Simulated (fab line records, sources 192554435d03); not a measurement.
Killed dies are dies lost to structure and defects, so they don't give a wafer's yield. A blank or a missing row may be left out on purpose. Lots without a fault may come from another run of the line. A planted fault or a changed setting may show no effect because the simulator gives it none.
Chamber matching | flow n5_finfet | N5_BEOL_M8_ETCH_66 on rie_diel-04: 4 sister chambers
The step etches SOC in N2/H2, target depth 80 nm, overetch 16 nm, time 120 s. 4 wafers are shown with their chamber, then 9 later ones without.

WAFERS WITH THEIR CHAMBER
wafer  | chamber | drypump_motor_current_A (A)
L081.2 | 3       | 5.9
L087.1 | 2       | 5.5
L087.2 | 1       | 5.3
L087.6 | 0       | 6.7

WAFERS WITHOUT THEIR CHAMBER
wafer  | drypump_motor_current_A (A)
L088.4 | 5.3
L088.5 | 6.7
L088.6 | 5.5
L093.1 | 5.8
L093.3 | 5.3
L093.4 | 6.7
L095.2 | 5.3
L095.3 | 5.5
L095.4 | 6.7

WHICH CHAMBER EACH WENT THROUGH
wafer  | from the rows above | in truth
L088.4 | 1                   | 1
L088.5 | 0                   | 0
L088.6 | 2                   | 2
L093.1 | 3                   | 3
L093.3 | 1                   | 1
L093.4 | 0                   | 0
L095.2 | 1                   | 1
L095.3 | 2                   | 2
L095.4 | 0                   | 0
Placed correctly: 9 of 9. Can't be placed from these rows: 0. Placed wrongly: 0.
How it was worked out, from the rows above alone: a wafer's distance from a chamber is the root of the sum, over the readings, of the square of ((its reading less the chamber's mean) divided by the reading's scatter). The wafer belongs to the nearest chamber; if the next one is less than 2 further off, it can't be placed. A chamber's mean is the mean of its shown wafers. The scatter: with one shown wafer a chamber, the root of the mean of the squares of how far each hidden wafer lies from its nearest shown one.
